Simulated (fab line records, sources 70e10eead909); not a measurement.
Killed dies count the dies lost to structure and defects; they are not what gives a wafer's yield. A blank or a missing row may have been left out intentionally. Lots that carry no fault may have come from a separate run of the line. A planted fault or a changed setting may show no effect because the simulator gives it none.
Problem report in the 8D (eight disciplines) form, filled by code	flow nand_harc	the parts of the form that need people (team, actions taken, sign-off) are left out

## 1. THE ISSUE
Wafers without a fault read 29, standard deviation 12; killed_at_array at NHARC_END_SORT_01 reads a mean of 666 on 2 wafers belonging to 2 lots. Measured from the usual mean, that is +53 standard deviations.
The first sign was on wafer L113.1 at day 24 00:22, on prober-01. Wafers with a number at this step in the record: 16, from 6 lots. By rule, "out" or "out of limits" means more than 4 standard deviations away from the usual mean. The other wafers with a number count as sound.

## 2. WHAT IT IS AND WHAT IT IS NOT
question	is	is not
which readings at this step	killed_at_array, killed_dies	killed_at_other, killed_open, killed_short
which lots	L113, L117	L102, L104, L111, L112
which wafers of those lots	L113.1, L117.3	L113.6, L117.2
read on which gauges	prober-01, prober-02	-
when	from day 24 00:22	up to then (12 sound wafers); but 2 sound wafers of L113, L117 came after

## 3. SUSPECTS, AND WHAT RULES EACH OUT
Counting: any tool at a process step up to the reading remains a suspect provided it ran every lot that is out. Sound lots after the first of them don't rule it out here, since some wafers of a struck lot are sound.
- the gauge at NHARC_END_SORT_01 is ruled out. 2 gauges (prober-01, prober-02) read the wafers that are out.
- rie_diel-02 at NHARC_A_STAIRCASE_ETCH_227 (etches the open film in C4F8/O2, target depth 100 nm, time 40.5 s): kept. Every lot that is out went through it, the first being L113 (day 15 05:43); the last sound lot it ran before that was L112 (day 15 04:56). Out on those wafers are its own readings of run_length_s.
- rie_diel-02 at NHARC_A_STAIRCASE_TRIM_229 (chemistry O2, time 211.2 s): kept. Every lot that is out went through it, the first being L113 (day 15 05:58); the last sound lot it ran before that was L102 (day 12 23:23).
- Within rie_diel-02 at NHARC_A_STAIRCASE_TRIM_229, the wafers that are out were processed in chamber 1 and their sound lot-mates in chamber 0.
Left after counting: rie_diel-02 at NHARC_A_STAIRCASE_ETCH_227, rie_diel-02 at NHARC_A_STAIRCASE_TRIM_229.

## 4. THE CAUSE (what the simulator had put in)
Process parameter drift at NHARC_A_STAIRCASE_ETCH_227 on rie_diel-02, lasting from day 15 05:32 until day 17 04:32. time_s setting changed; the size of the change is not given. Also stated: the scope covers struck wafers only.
After counting, 2 suspects remain, this tool included.

## 5. THE CHAIN OF EFFECTS, in route order
Each row: a reading where the mean over the struck wafers with a number is more than 3 standard deviations away from the usual. Readings are gone through only where the record gives a usual standard deviation; hours: the median, over the lots, of the time from a lot's start at the first step in this table giving one to that lot's start at this step; sigmas: the change measured in usual standard deviations.
hours	step	reading	usual	on struck wafers	change	sigmas
0	NHARC_A_STAIRCASE_ETCH_227	run_length_s	62.0 s	50.5	-11.5	-23
212	NHARC_END_SORT_01	killed_at_array	29	666	+638	+53
212	NHARC_END_SORT_01	killed_dies	34	676	+642	+54
The process steps in it:
- NHARC_A_STAIRCASE_ETCH_227: etches the open film in C4F8/O2, target depth 100 nm, time 40.5 s.

## 6. WHAT WOULD HAVE CAUGHT IT SOONER
211 hours passed between the start of the fault at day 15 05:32 and the first reading out of limits at a measuring or inspecting step in this record, taken at day 24 00:22.
Tool's own readings at NHARC_A_STAIRCASE_ETCH_227, run_length_s: out on all struck wafers the step has rows for; an alarm limit on them would have tripped on the first.
The start of NHARC_A_STAIRCASE_ETCH_227 on rie_diel-02 came by day 24 00:22 for every one of the lots that are out (2). Tool hold at that time: it would have spared none of them.
